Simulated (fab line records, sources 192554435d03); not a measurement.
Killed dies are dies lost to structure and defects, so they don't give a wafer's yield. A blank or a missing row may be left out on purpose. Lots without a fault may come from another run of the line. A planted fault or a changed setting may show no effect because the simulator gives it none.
Split-lot experiment | flow n5_finfet | 7 lots, 39 wafers read, on a route of 1938 steps

THE SPLIT
At N5_BEOL_M15_TRENCH_ETCH_34 (etches SiO2 in C4F8/O2/Ar, target depth 872.93 nm, time 199 s), the setting time_s was moved away from the recipe's 199 s on 15 of the 39 wafers read, by -48.2% to +54.5%. The other wafers ran this setting at the recipe's value.

FROM THE SPLIT TO THE READING: what the file shows between them, 7 steps
- N5_BEOL_M15_STRIP_36: strips in O2
- N5_BEOL_M15_ECD_47: material Cu, target thk 1860 nm
- N5_BEOL_M15_ANNEAL_48: time 90 s
- N5_BEOL_M15_CMP_49: polishes, stops on SiO2, t overpolish 4.9 s, target thk 850 nm
- N5_BEOL_M15_THK_MEAS_50: measures by xrf
- N5_BEOL_M15_PRE_CLEAN_52: time 15 s
- N5_BEOL_M15_DEP_53: deposits SiCN from 3MS/NH3, target thk 50 nm, time 17.8 s

THE READING
M15_RS, in ohm/sq, at N5_BEOL_M15_RS_MEAS_54 (measures by four-point-probe). Fault-free wafers of this fab line usually give 0.0216 ohm/sq, standard deviation 0.0005 ohm/sq.

wafer  | tool, chamber at the split | time_s as run, s | against the recipe | M15_RS, ohm/sq | against lot-mates on the recipe
L074.1 | rie_diel-06, 3             | 161.5            | -18.8%             | 0.0265         | +0.0049
L074.2 | rie_diel-06, 1             | 199              | recipe             | 0.0220         | -
L074.3 | rie_diel-06, 0             | 199              | recipe             | 0.0213         | -
L074.4 | rie_diel-06, 0             | 199              | recipe             | 0.0214         | -
L074.5 | rie_diel-06, 1             | 161.5            | -18.8%             | 0.0274         | +0.0058
L074.6 | rie_diel-06, 3             | 161.5            | -18.8%             | 0.0265         | +0.0049
L082.1 | rie_diel-01, 2             | 199              | recipe             | 0.0218         | -
L082.2 | rie_diel-01, 0             | 307.4            | +54.5%             | 0.0142         | -0.0076
L082.3 | rie_diel-01, 3             | 199              | recipe             | 0.0216         | -
L082.4 | rie_diel-01, 1             | 307.4            | +54.5%             | 0.0141         | -0.0077
L082.5 | rie_diel-01, 2             | 307.4            | +54.5%             | 0.0139         | -0.0079
L082.6 | rie_diel-01, 1             | 199              | recipe             | 0.0220         | -
L080.2 | rie_diel-06, 1             | 199              | recipe             | 0.0219         | -
L080.3 | rie_diel-06, 2             | 199              | recipe             | 0.0211         | -
L080.6 | rie_diel-06, 1             | 199              | recipe             | 0.0218         | -
L084.1 | rie_diel-06, 0             | 165.1            | -17.0%             | 0.0262         | +0.0046
L084.2 | rie_diel-06, 2             | 199              | recipe             | 0.0214         | -
L084.3 | rie_diel-06, 1             | 199              | recipe             | 0.0218         | -
L084.4 | rie_diel-06, 1             | 165.1            | -17.0%             | 0.0264         | +0.0048
L084.5 | rie_diel-06, 0             | 199              | recipe             | 0.0215         | -
L084.6 | rie_diel-06, 2             | 165.1            | -17.0%             | 0.0259         | +0.0043
L086.1 | rie_diel-05, 0             | 199              | recipe             | 0.0204         | -
L086.2 | rie_diel-05, 2             | 129.8            | -34.8%             | 0.0325         | +0.0107
L086.3 | rie_diel-05, 1             | 129.8            | -34.8%             | 0.0349         | +0.0131
L086.4 | rie_diel-05, 3             | 199              | recipe             | 0.0228         | -
L086.5 | rie_diel-05, 1             | 199              | recipe             | 0.0221         | -
L086.6 | rie_diel-05, 0             | 129.8            | -34.8%             | 0.0323         | +0.0105
L093.1 | rie_diel-05, 1             | 199              | recipe             | 0.0222         | -
L093.2 | rie_diel-05, 3             | 103.1            | -48.2%             | 0.0433         | +0.0220
L093.3 | rie_diel-05, 2             | 103.1            | -48.2%             | 0.0423         | +0.0210
L093.4 | rie_diel-05, 0             | 199              | recipe             | 0.0206         | -
L093.5 | rie_diel-05, 3             | 103.1            | -48.2%             | 0.0433         | +0.0220
L093.6 | rie_diel-05, 2             | 199              | recipe             | 0.0212         | -
L095.1 | rie_diel-06, 1             | 199              | recipe             | 0.0224         | -
L095.2 | rie_diel-06, 0             | 199              | recipe             | 0.0215         | -
L095.3 | rie_diel-06, 2             | 199              | recipe             | 0.0214         | -
L095.4 | rie_diel-06, 2             | 199              | recipe             | 0.0215         | -
L095.5 | rie_diel-06, 0             | 199              | recipe             | 0.0215         | -
L095.6 | rie_diel-06, 1             | 199              | recipe             | 0.0222         | -

THE FIT
A straight line over all 39 wafers: M15_RS changes by -0.00027 ohm/sq for each +1% of time_s; r = -0.91; the points scatter about the line by 0.0029 ohm/sq.
The same after taking each lot's own level away (the mean of its wafers on the recipe; 39 wafers): -0.000273 ohm/sq for each +1%; r = -0.91; scatter 0.0029 ohm/sq.
On that fit, the largest move of time_s shifts the reading by 0.015 ohm/sq.
The lots' own levels span 0.02133 to 0.02180 ohm/sq, that is 0.9 times the standard deviation above.
So the lot-to-lot level changes the slope little: the two slopes agree.
Check: with one of the wafers moved furthest among these (+54.5%) left out of the fit, the line predicts -0.015 ohm/sq for it against its lot-mates. It came out at -0.0076 ohm/sq against them.

OTHER SPLITS ON THESE WAFERS
These wafers also went through other splits before the reading. Each is held against what the fit with the lots' levels taken away leaves over:
other split on the same wafers            | wafers away from the commonest value | r with M15_RS (lot level and that fit taken away)
N5_BEOL_M10_TRENCH_ETCH_37 target_depth_a | 12                                   | +0.06
N5_BEOL_M11_CVD_75 target_thk_a           | 18                                   | +0.14

THE WHOLE CHAIN: every reading that the file lists as answering this split, in the file's order
step                       | what it does                                                   | reading                                                                          | change (the file's fit)               | r (the file's)
N5_BEOL_M15_TRENCH_ETCH_34 | etches SiO2 in C4F8/O2/Ar, target depth 872.93 nm, time 199 s  | etch.depth_nm (the simulator's own value, which no gauge read)                   | +8.5 nm for each +1% of the setting   | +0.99
N5_BEOL_M15_TRENCH_ETCH_34 | etches SiO2 in C4F8/O2/Ar, target depth 872.93 nm, time 199 s  | coat_of_BEOL_M15_COAT_22.thk_nm (the simulator's own value, which no gauge read) | -1.67 nm for each +1% of the setting  | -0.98
N5_BEOL_M15_CMP_49         | polishes, stops on SiO2, t overpolish 4.9 s, target thk 850 nm | Cu_of_BEOL_M15_ECD_47.thk_nm (the simulator's own value, which no gauge read)    | +8.52 nm for each +1% of the setting  | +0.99
N5_BEOL_M15_THK_MEAS_50    | measures by xrf                                                | M15_THK                                                                          | +8.69 for each +1% of the setting     | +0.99
N5_BEOL_M15_RS_MEAS_54     | measures by four-point-probe                                   | M15_RS                                                                           | -0.000285 for each +1% of the setting | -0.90

THE FILE'S OWN FIT
M15_RS changes by -0.000285 ohm/sq for each +1% of time_s, r = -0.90.
